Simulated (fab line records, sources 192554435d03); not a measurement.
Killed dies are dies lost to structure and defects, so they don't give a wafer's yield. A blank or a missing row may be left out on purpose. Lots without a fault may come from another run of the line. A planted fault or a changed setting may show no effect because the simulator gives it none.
Chamber matching | flow n5_finfet | N5_BEOL_M3_ALD_84 on ald_metal-02: 4 sister chambers
The step deposits TaN, pulse time 2 s, purge time 3 s, co reactant purge time 2 s. 8 wafers are shown with their chamber, then 7 later ones without.

WAFERS WITH THEIR CHAMBER
wafer  | chamber | heater_power_w (W)
L077.4 | 0       | 423
L078.2 | 1       | 456
L078.4 | 3       | 421
L081.2 | 2       | 453
L081.3 | 3       | 430
L081.5 | 2       | 460
L083.1 | 0       | 432
L083.2 | 1       | 444

WAFERS WITHOUT THEIR CHAMBER
wafer  | heater_power_w (W)
L083.5 | 453
L087.3 | 445
L087.4 | 431
L087.6 | 455
L096.1 | 450
L096.2 | 423
L096.6 | 452

WHICH CHAMBER EACH WENT THROUGH
wafer  | from the rows above          | in truth
L083.5 | can't be placed: 1 or 2      | 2
L087.3 | can't be placed: 1 or 2 or 0 | 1
L087.4 | can't be placed: 0 or 3      | 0
L087.6 | can't be placed: 2 or 1      | 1
L096.1 | can't be placed: 1 or 2      | 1
L096.2 | can't be placed: 3 or 0      | 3
L096.6 | can't be placed: 1 or 2      | 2
Placed correctly: 0 of 7. Can't be placed from these rows: 7 (the true chamber is among the candidates in 7). Placed wrongly: 0.
How it was worked out, from the rows above alone: a wafer's distance from a chamber is the root of the sum, over the readings, of the square of ((its reading less the chamber's mean) divided by the reading's scatter). The wafer belongs to the nearest chamber; if the next one is less than 2 further off, it can't be placed. A chamber's mean is the mean of its shown wafers. The scatter: the root of (the sum of the squares of (reading less its chamber's mean) over the shown wafers, divided by (wafers less chambers)).
